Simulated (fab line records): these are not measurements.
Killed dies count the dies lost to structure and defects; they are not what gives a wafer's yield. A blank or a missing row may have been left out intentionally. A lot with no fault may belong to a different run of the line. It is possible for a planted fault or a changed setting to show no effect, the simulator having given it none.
Matching of chambers | flow n5_finfet | N5_MOL_CONTACT_COAG_ALD_131 on ald_sin-04 has 4 sister chambers
The step deposits SiO2, target thk 5 nm, pulse time 1 s, co reactant pulse time 1 s. 4 wafers are shown with their chamber, then 12 later ones without.

== WAFERS, EACH WITH ITS CHAMBER ==
wafer  | chamber | heater_power_w (W)
L083.1 | 0       | 74
L086.1 | 3       | 77
L086.2 | 2       | 90
L086.4 | 1       | 77

== WAFERS WITH NO CHAMBER GIVEN ==
wafer  | heater_power_w (W)
L091.1 | 76
L091.2 | 78
L091.3 | 89
L091.4 | 76
L091.5 | 76
L091.6 | 76
L092.2 | 77
L092.3 | 90
L092.4 | 76
L096.3 | 90
L096.5 | 76
L096.6 | 76

== THE CHAMBER EACH PASSED THROUGH ==
wafer  | from the rows above          | in truth
L091.1 | can't be placed: 1 or 3 or 0 | 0
L091.2 | can't be placed: 1 or 3      | 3
L091.3 | 2                            | 2
L091.4 | can't be placed: 1 or 3 or 0 | 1
L091.5 | can't be placed: 1 or 3 or 0 | 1
L091.6 | can't be placed: 1 or 3 or 0 | 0
L092.2 | can't be placed: 1 or 3      | 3
L092.3 | 2                            | 2
L092.4 | can't be placed: 1 or 3 or 0 | 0
L096.3 | 2                            | 2
L096.5 | can't be placed: 1 or 3 or 0 | 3
L096.6 | can't be placed: 1 or 3 or 0 | 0
Placed correctly: 3 of 12. Not placeable from these rows: 9 (in 9, the candidates include the true chamber). 0 placed wrongly.
How it was worked out, from the rows above alone: a wafer's distance from a chamber is the root of the sum, over the readings, of the square of ((its reading less the chamber's mean) divided by the reading's scatter). If the next closest chamber is less than 2 further off than the closest, the wafer can't be placed; otherwise it belongs to the closest. The mean given for a chamber averages the wafers shown for that chamber. The scatter: root of mean squared gap, hidden wafer to nearest shown wafer, with one shown wafer a chamber.
